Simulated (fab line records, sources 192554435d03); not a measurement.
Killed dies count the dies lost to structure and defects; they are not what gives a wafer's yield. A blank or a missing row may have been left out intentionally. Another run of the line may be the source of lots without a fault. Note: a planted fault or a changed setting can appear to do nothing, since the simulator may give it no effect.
Problem report in the 8D (eight disciplines) form, filled by code / flow n5-finfet / the parts of the form that need people (team, actions taken, sign-off) are left out

## 1. PROBLEM STATEMENT
Across 4 wafers from 2 lots, M5_ILD_THK at N5_BEOL_M5_THK_MEAS_01 averages 108.4 nm, while fault-free wafers read 120.8 nm with a standard deviation of 1.6. Measured from the usual mean, that is -7.7 standard deviations.
First observed at day 9 18:21: wafer L370.2, on film-metro-02. The record holds 33 wafers of 11 lots with a number at this step. Rule for "out", or "out of limits": more than 4 standard deviations from the usual mean. Any other wafer with a number is counted as sound.

## 2. WHAT THIS IS AND IS NOT
question=which readings at this step | is=M5_ILD_THK | is not=-
question=which lots | is=L370, L371 | is not=L364, L365, L367, L368, L369, L378, L384, L385, L386
question=which wafers of those lots | is=L370.2, L370.3, L371.3, L371.4 | is not=L370.5, L371.5
question=read on which gauges | is=film-metro-01, film-metro-02 | is not=-
question=when | is=from day 9 18:21 | is not=up to then (16 sound wafers); but 13 sound wafers of L371, L378, L384, L385, L386 came after

## 3. WHAT RULES OUT EACH SUSPECT
Counting: if a tool at a process step up to the reading ran every lot that is out, it stays a suspect. Sound lots after the first of them don't rule it out here, since some wafers of a struck lot are sound.
- the gauge at N5_BEOL_M5_THK_MEAS_01: ruled out. The wafers that are out were read on 2 gauges (film-metro-01, film-metro-02).
- pecvd-01 at N5_BEOL_M5_ILD_DEP_00 (deposits SiCOH lowk from DEMS/porogen, target thk 140.64 nm, time 25.9 s): kept. Every lot that is out went through it, the first being L370 (day 9 17:47); the last sound lot it ran before that was L369 (day 9 08:55).
Left after counting: pecvd-01 at N5_BEOL_M5_ILD_DEP_00.

## 4. THE CAUSE (what the simulator had put in)
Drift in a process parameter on pecvd-01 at N5_BEOL_M5_ILD_DEP_00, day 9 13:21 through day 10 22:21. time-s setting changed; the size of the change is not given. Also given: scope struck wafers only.
Counting left only this tool.

## 5. SEQUENCE OF EFFECTS, ordered by route
One row per reading whose mean, taken over the struck wafers that have a number, lies over 3 standard deviations from the usual. Readings are gone through only where the record gives a usual standard deviation; hours: the median, over the lots, of the time from a lot's start at the first step in this table giving one to that lot's start at this step; sigmas: the change measured in usual standard deviations.
hours=0; step=N5_BEOL_M5_THK_MEAS_01; reading=M5_ILD_THK; usual=120.8 nm; on struck wafers=108.4; change=-12.4; sigmas=-7.7
Readings that are blank on the struck wafers while sound wafers have them: rf-fwd-power-W at N5_BEOL_M5_ILD_DEP_00.

## 6. HOW IT WOULD HAVE BEEN CAUGHT EARLIER
Counted from the fault's start at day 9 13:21, it took 5 hours until the first out-of-limits reading at a measuring or inspecting step in this record, taken at day 9 18:21.
Lots out: 2; of these, L371 started N5_BEOL_M5_ILD_DEP_00 on pecvd-01 after day 9 18:21. A hold on the tool at that time would have spared it.
